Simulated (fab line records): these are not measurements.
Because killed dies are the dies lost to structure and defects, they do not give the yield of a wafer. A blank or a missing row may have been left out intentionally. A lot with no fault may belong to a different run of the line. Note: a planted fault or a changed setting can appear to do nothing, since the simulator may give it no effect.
Matching of chambers | flow n5_finfet | pecvd-04 running N5_FIN_SAQP_HM_DEP_03: 3 sister chambers
The step deposits SiNx from SiH4/NH3/N2, target thk 38 nm, time 33.6 s. 3 wafers are shown with their chamber, then 9 later ones without.

WAFERS, EACH WITH ITS CHAMBER
wafer  | chamber | throttle_valve_pct (%)
L085.4 | 1       | 41.8
L085.5 | 0       | 43.9
L085.6 | 2       | 39.7

WAFERS WHOSE CHAMBER IS MISSING
wafer  | throttle_valve_pct (%)
L087.1 | 39.5
L087.2 | 43.9
L087.3 | 41.6
L094.1 | 43.9
L094.2 | 40.0
L094.3 | 41.8
L095.3 | 43.8
L095.5 | 41.6
L095.6 | 43.7

WHICH CHAMBER EACH WENT THROUGH
wafer  | from the rows above | in truth
L087.1 | 2                   | 2
L087.2 | 0                   | 0
L087.3 | 1                   | 1
L094.1 | 0                   | 0
L094.2 | 2                   | 2
L094.3 | 1                   | 1
L095.3 | 0                   | 0
L095.5 | 1                   | 1
L095.6 | 0                   | 0
Placed correctly: 9 of 9. From these rows, 0 cannot be placed. Wrongly placed: 0.
How it was worked out, from the rows above alone: a wafer's distance from a chamber is the root of the sum, over the readings, of the square of ((its reading less the chamber's mean) divided by the reading's scatter). If the next closest chamber is less than 2 further off than the closest, the wafer can't be placed; otherwise it belongs to the closest. Each chamber's mean is taken over the wafers shown for it. The scatter: root of mean squared gap, hidden wafer to nearest shown wafer, with one shown wafer a chamber.
